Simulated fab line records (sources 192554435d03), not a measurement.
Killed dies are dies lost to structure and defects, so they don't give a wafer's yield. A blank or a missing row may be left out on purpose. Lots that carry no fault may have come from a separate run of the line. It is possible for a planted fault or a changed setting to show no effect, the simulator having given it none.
One fault through the eyes of 2 desks    flow n5Finfet    each desk holds nothing but its own numbers, with what lay behind them at the end

## FROM THE METROLOGY DESK
Means of the sampled wafers that have a number, per lot and without regard to the tool the lot ran on: this is what the gauges read. Marked OUT: a lot whose mean sits more than 4 standard deviations from the usual mean, which makes it out of limits; the brackets give that distance. Only the readings that lie furthest out on some lot appear, 7 of the 10 it has.
Columns: A = DIBL_P at N5_BEOL_M4_RC_MEAS_101, usual 36.4 mV/V; B = IOFF_N at N5_BEOL_M4_RC_MEAS_101, usual 0.16 nA/um; C = IOFF_P at N5_BEOL_M4_RC_MEAS_101, usual 0.22 nA/um; D = ION_N at N5_BEOL_M4_RC_MEAS_101, usual 675 uA/um; E = ION_P at N5_BEOL_M4_RC_MEAS_101, usual 463 uA/um; F = VT_N at N5_BEOL_M4_RC_MEAS_101, usual 250 mV; G = VT_P at N5_BEOL_M4_RC_MEAS_101, usual -250 mV
lot   first seen here  A     B     C     D    E    F    G
L868  day 10 05:23     34.8  0.13  0.19  670  460  252  -253
L874  day 10 15:55     35.6  0.15  0.20  670  458  251  -250
L876  day 11 14:42     38.7  0.19  0.32  678  478  248  -242
L879  day 12 23:00     35.8  0.17  0.25  688  473  247  -245
L887  day 14 05:22     32.5  0.10  0.13  656  446  256  -258
L886  day 14 11:29     36.8  0.17  0.22  677  467  247  -249
L889  day 15 14:51     35.0  0.13  0.18  662  458  254  -252
L891  day 16 21:25     35.5  0.16  0.22  672  461  250  -250
Finding of this desk: none of the 8 lots has anything out of limits.

## DESK OF THE TOOL OWNER: rieDiel-02
The tool's own readings at N5_MOL_CONTACT_COAG_ETCH_90 (etches SiARC in CF4, target depth 13 nm, time 21.7 s): means of the sampled wafers that have a number, for each lot that ran on this tool. Marked OUT: a lot whose mean sits more than 4 standard deviations from the usual mean, which makes it out of limits; the brackets give that distance.
Columns: A = cf4FlowSccm at N5_MOL_CONTACT_COAG_ETCH_90, usual 100.0 sccm; B = drypumpMotorCurrentA at N5_MOL_CONTACT_COAG_ETCH_90, usual 5.9 A; C = etchRfOnTimeS at N5_MOL_CONTACT_COAG_ETCH_90, usual 21.6 s; D = oesProductAu at N5_MOL_CONTACT_COAG_ETCH_90, usual 0.64 a.u.; E = rfVppV at N5_MOL_CONTACT_COAG_ETCH_90, usual 184.3 V; F = showerheadPlenumPTorr at N5_MOL_CONTACT_COAG_ETCH_90, usual 2.15 Torr; G = throttleValvePct at N5_MOL_CONTACT_COAG_ETCH_90, usual 15.62 %
lot   first seen here  A      B    C                D     E      F     G
L868  day 5 01:53      100.0  6.0  21.6             0.62  183.6  2.07  15.54
L876  day 7 04:47      100.1  5.3  19.5 (-4.3) OUT  0.65  184.9  2.12  15.82
L879  day 8 00:23      99.9   5.7  19.5 (-4.1) OUT  0.66  184.4  2.10  15.71
L891  day 10 19:14     99.7   6.2  21.4             0.72  184.7  2.19  15.15
This desk's finding: out of limits on L876, L879; first on L876, day 7 04:47 (etchRfOnTimeS at N5_MOL_CONTACT_COAG_ETCH_90). Within limits: L868, L891.

## PUT TOGETHER
The tool owner's desk had the chance to raise an alarm at day 7 04:47 on L876, L879.
Nothing out of limits was seen by the metrology desk.
The metrology desk holds a record of L876, L879, inside its limits.
On rieDiel-02, each named lot ran N5_MOL_CONTACT_COAG_ETCH_90.

## WHAT THE SIMULATOR HAD INSERTED
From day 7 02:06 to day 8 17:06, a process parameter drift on rieDiel-02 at N5_MOL_CONTACT_COAG_ETCH_90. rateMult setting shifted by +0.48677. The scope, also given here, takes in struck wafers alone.
Shown lots that were struck: L876, L879.
How many hours passed from the start of the fault until each desk's first out-of-limits reading: the tool owner's desk, 3.
